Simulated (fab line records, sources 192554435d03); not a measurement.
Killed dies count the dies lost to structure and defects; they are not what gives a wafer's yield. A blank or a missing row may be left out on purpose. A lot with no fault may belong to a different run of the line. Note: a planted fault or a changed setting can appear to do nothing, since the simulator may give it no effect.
A lot that was struck, set against a sound lot | flow n5Finfet | 17 out of 1938 route steps
Sound: the wafers L227.1, L227.4, L227.5. Wafers L250.2, L250.4, L250.6 were the ones struck. At the end, the cause is stated.
Order at every step that has rows: each side's tool, ch and its chambers, its first start. Under that, the readings that differ: sound wafers | struck wafers | difference of the means | sigmas: that difference in standard deviations of wafers without a fault.
alike: readings whose means differ by less than 2 such deviations, and words and numbers that are the same on both sides. not compared: withheld readings, readings that some wafer has no value for, bounds like >300 that may hide the same value, and numbers for which the record gives no deviation and whose values overlap.
A row with sigmas, a row that says differs or no value, or rows on one side alone: a step with any of these is where the two part. Numbers that don't overlap but have no deviation are shown without sigmas and don't part them. A reading that every wafer of one side lacks parts them only if that side has two wafers or more.

first, 8 steps without rows for these wafers: N5_BEOL_M13_COAT_58 (time 60 s, resist thk 89 nm); N5_BEOL_M13_COAT_04 (resist thk 400 nm); N5_BEOL_M13_EBR_06; N5_BEOL_M13_SOFTBAKE_05 (time 60 s); N5_BEOL_M13_EXPOSE_07 (exposes mask V12); N5_BEOL_M13_PEB_08 (peb time 90 s); N5_BEOL_M13_DEVELOP_09 (develop time 45 s); N5_BEOL_M13_HARDBAKE_14 (time 120 s).
N5_BEOL_M13_CD_MEAS_10: the cd target is 190 nm.
  sound on cdSem-01 ch 0, day 10 16:56; struck on cdSem-02 ch 0, day 17 02:51
  alike: cdNm
N5_BEOL_M13_OVL_MEAS_11:
  sound on overlay-02 ch 0, day 10 16:59; struck on overlay-02 ch 0, day 17 02:53
  alike: V12_OVL
N5_BEOL_M13_INSPECT_12: inspects for defects (macro).
  sound on defectInspect-02 at day 10 17:00; struck on defectInspect-01 at day 17 02:54
  alike: rawDefectCount
N5_BEOL_M13_DESCUM_15: chemistry O2, time 7.9 s.
  sound on rieDiel-06 ch 1,2,3, day 10 17:02; struck on rieDiel-05 ch 1,2, day 17 02:56
  alike: chamberPressureMTorr, drypumpMotorCurrentA, oesProductAu, rfVppV, showerheadPlenumPTorr, throttleValvePct
  not compared: rfHoursCounterH
N5_BEOL_M13_ETCH_59: etches BARC in N2/H2, target depth 89 nm, overetch 26.7 nm, time 67.9 s.
  sound on rieDiel-06 ch 1,2,3, day 10 17:04; struck on rieDiel-05 ch 1,2, day 17 02:58
  no value came back on the struck wafers for any of 7 readings (biasW (W), chamberPressureMTorr (mTorr) and others); on the sound wafers biasW (W) reads 150.3 149.3 149.8
reading                                   | sound             | struck            | difference | sigmas
model.coat_of_BEOL_M13_COAT_04.thkNm (nm) | 319.8 318.6 318.4 | 380.2 381.2 380.6 | +61.7      | 
  not compared: rfHoursCounterH
N5_BEOL_M13_VIA_ETCH_16: etches SiOC in C4F8/O2/Ar, target depth 921.7 nm.
  sound on rieDiel-06 ch 1,2,3, day 10 17:08; struck on rieDiel-05 ch 1,2, day 17 03:01
reading                                   | sound        | struck            | difference | sigmas
model.coat_of_BEOL_M13_COAT_04.thkNm (nm) | 74.4 70.4 68 | 135.6 131.8 132.2 | +62.3      | 
  alike: C4F8_flow_sccm, O2_flow_sccm, chamberPressureMTorr, drypumpMotorCurrentA, oesProductAu, rfVppV, showerheadPlenumPTorr, throttleValvePct
N5_BEOL_M13_STRIP_63: strips in N2/H2.
  sound on plasmaAsher-01 ch 0,1, day 10 17:22; struck on plasmaAsher-01 ch 0,1, day 17 03:16
reading                  | sound             | struck            | difference | sigmas
oesProductAu (a.u.)      | 0.676 0.671 0.678 | 0.699 0.693 0.688 | +0.018     | +4
stripTimeToEndpointS (s) | 28.9 27.8 27.1    | 45.8 44.8 45.0    | +17.3      | +17
  alike: chamberPressureMTorr, drypumpMotorCurrentA, heaterPowerW
  not compared: rfHoursCounterH
N5_BEOL_M13_STRIP_64: strips in N2/H2.
  sound on plasmaAsher-01 ch 0,1, day 10 17:25; struck on plasmaAsher-01 ch 0,1, day 17 03:19
  alike: drypumpMotorCurrentA, heaterPowerW, oesProductAu, stripTimeToEndpointS
  not compared: rfHoursCounterH
N5_PASSIVATION_PROBE_49:
  the record has rows for the struck wafers here (prober-02, day 18 14:23) and none for the sound ones

WHERE THEY PART
Earliest at N5_BEOL_M13_ETCH_59; latest, in this record, at N5_PASSIVATION_PROBE_49.

WHY: the cause the simulator had injected
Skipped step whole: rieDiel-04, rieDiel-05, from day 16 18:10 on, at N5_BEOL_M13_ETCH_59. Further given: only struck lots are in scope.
